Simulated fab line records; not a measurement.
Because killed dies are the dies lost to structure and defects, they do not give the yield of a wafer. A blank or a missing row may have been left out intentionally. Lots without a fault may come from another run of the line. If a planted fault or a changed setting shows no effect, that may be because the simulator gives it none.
One fault through the eyes of 2 desks + flow n5-finfet + each desk holds nothing but its own numbers, with what lay behind them at the end

== THE TOOL OWNER'S DESK: epi-rpcvd-03 ==
The tool's own readings at N5_SD_EPI_N_EPI_21 (deposits Si:P, time 690 s): means of the sampled wafers that have a number, for each lot that ran on this tool. If a lot's mean is further than 4 standard deviations from the usual mean, the lot is out of limits and carries the mark OUT (the distance appears in the brackets).
Columns: A = susceptor-temp-C at N5_SD_EPI_N_EPI_21, usual 680.0 C; B = susceptor_temp_C_max at N5_SD_EPI_N_EPI_21, usual 681.8
| lot  | first seen here | A               | B                |
|------|-----------------|-----------------|------------------|
| L790 | day 3 21:49     | 679.8           | 680.8            |
| L798 | day 6 01:40     | 679.8           | 681.1            |
| L801 | day 6 14:05     | 684.3 (+13) OUT | 685.2 (+4.7) OUT |
| L803 | day 7 02:27     | 684.3 (+14) OUT | 685.3 (+4.8) OUT |
This desk finds L801, L803 out of limits, L801 being first, at day 6 14:05 (susceptor-temp-C at N5_SD_EPI_N_EPI_21). L790, L798 stayed within limits.

== THE METROLOGY DESK ==
What the gauges read, lot by lot, whatever tool the lot ran on: means of the sampled wafers that have a number. If a lot's mean is further than 4 standard deviations from the usual mean, the lot is out of limits and carries the mark OUT (the distance appears in the brackets).
Columns: A = thk-nm at N5_SD_EPI_N_EPI_MEAS_23, usual 59.1 nm; B = cd-nm at N5_SD_EPI_P_CD_MEAS_09, usual 240.2 nm
| lot  | first seen here | A               | B     |
|------|-----------------|-----------------|-------|
| L788 | day 3 06:04     | 58.8            | 239.8 |
| L789 | day 3 17:54     | 58.1            | 240.5 |
| L790 | day 4 00:05     | 57.5            | 240.8 |
| L792 | day 4 05:03     | 60.0            | 240.0 |
| L797 | day 5 16:08     | 58.7            | 240.1 |
| L798 | day 6 03:58     | 59.3            | 240.2 |
| L799 | day 6 08:54     | 57.8            | 239.8 |
| L801 | day 6 15:49     | 62.7            | 240.7 |
| L802 | day 6 20:17     | 58.9            | 238.2 |
| L803 | day 7 03:37     | 64.4 (+4.1) OUT | 239.9 |
| L810 | day 8 18:56     | 58.4            | 239.5 |
This desk finds L803 out of limits, L803 being first, at day 7 03:37 (thk-nm at N5_SD_EPI_N_EPI_MEAS_23). L788, L789, L790, L792, L797, L798, L799, L801, L802, L810 stayed within limits.

== TAKEN TOGETHER ==
On L801, L803, at day 6 14:05, an alarm was possible from the tool owner's desk.
Metrology desk: alarm possible at day 7 03:37 on L803.
The metrology desk has L801 on record, within its limits.
Every lot named ran N5_SD_EPI_N_EPI_21 on epi-rpcvd-03.

== WHAT THE SIMULATOR PUT IN ==
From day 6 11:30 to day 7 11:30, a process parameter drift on epi-rpcvd-03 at N5_SD_EPI_N_EPI_21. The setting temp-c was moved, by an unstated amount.
Struck lots among those shown: L801, L803.
Hours from the fault's start to each desk's first reading out of limits: the tool owner's desk, 3; the metrology desk, 16.
